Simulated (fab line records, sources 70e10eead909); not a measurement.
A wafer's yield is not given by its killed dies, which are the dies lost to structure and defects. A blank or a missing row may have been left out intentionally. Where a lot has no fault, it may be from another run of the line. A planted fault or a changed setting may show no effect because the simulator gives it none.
Which tool is to blame?	flow nand harc	18 wafers from 6 lots sampled at 4 of the route's 1159 steps

## WHAT EACH GAUGE READ, for each wafer
NHARC_END_SORT_01.
lot	measured	on	sort_bin_3_pct (%)
L488	day 19 21:26	prober-01	0.44 0.15 0.30
L493	day 20 17:20	prober-02	0.15 0 0.15
L499	day 22 05:32	prober-02	0.15 0.30 0.30
L500	day 23 13:31	prober-02	3.84 2.81 2.81
L505	day 24 12:55	prober-02	0.15 0.74 0.30
L509	day 25 07:42	prober-01	0.89 0.30 0.44

## WHAT TOOL EACH LOT RAN ON (gives the tool, then ch and the chambers of the sampled wafers, and finally the start)
lot	NHARC_A_BONDPAD_ETCH_12	NHARC_A_BONDPAD_PVD_27	NHARC_THIN_TSV_CMP_01
L488	rie diel-06 ch 0,1,2, day 18 05:33	pvd sputter-03, day 18 19:29 or earlier	cmp-04 ch 1,2,3, day 19 00:29
L493	rie diel-06 ch 1,2, day 19 10:41	pvd sputter-02, day 19 22:57 or earlier	cmp-01 ch 0,2,3, day 20 00:25
L499	rie diel-02 ch 0,2,3, day 20 16:20	pvd sputter-03, day 21 08:18 or earlier	cmp-03 ch 0,1, day 21 09:45
L500	rie diel-06 ch 0,1,2, day 21 22:22	pvd sputter-03, day 22 12:27 or earlier	cmp-03 ch 2,3, day 22 20:13
L505	rie diel-02 ch 0,1, day 23 01:59	pvd sputter-01, day 23 14:23 or earlier	cmp-04 ch 0,1, day 23 15:50
L509	rie diel-02 ch 0,2, day 23 16:35	pvd sputter-01, day 24 06:09 or earlier	cmp-01 ch 1,3, day 24 08:48
- NHARC_A_BONDPAD_ETCH_12: etches the open film in CHF3/O2, target depth 220 nm, time 110 s.
- NHARC_A_BONDPAD_PVD_27: deposits Cu, target thk 30 nm, time 20.49 s.
- NHARC_THIN_TSV_CMP_01: polishes.

## THE ANSWER, worked out from the rows above alone
Rule: the lots themselves supply what counts as usual. Put in order of their means at a reading, lots are off if they are a third of the lots or fewer, leave a main group of 4 or more, and stand apart from it by a gap of 3 or more times the standard deviation of the main group's means; of several such gaps the widest counts. A main group is skipped when, at the precision printed for the reading in the tables above, its means are all equal. Also off: a lot with no number at a reading for which 4 or more lots have one. Any other lot the step has rows for is counted as sound.
Off: L500, at NHARC_END_SORT_01 (sort_bin_3_pct). The main group has a mean of 0.32 % with a standard deviation of 0.15.
A tool fits if, at a process step before that reading, it ran every lot that is off, and no sound lot after the first of them. Gauges at NHARC_END_SORT_01: tried the same way as those tools. NHARC_A_BONDPAD_PVD_27: start missing for some lots; hours and lot order therefore follow NHARC_HYBRID_BOND_OVL_MEAS_05. Can't be told from this: 3 tools fit, rie diel-06 at NHARC_A_BONDPAD_ETCH_12, pvd sputter-03 at NHARC_A_BONDPAD_PVD_27, cmp-03 at NHARC_THIN_TSV_CMP_01.

## WHAT THE SIMULATOR HAD INSERTED
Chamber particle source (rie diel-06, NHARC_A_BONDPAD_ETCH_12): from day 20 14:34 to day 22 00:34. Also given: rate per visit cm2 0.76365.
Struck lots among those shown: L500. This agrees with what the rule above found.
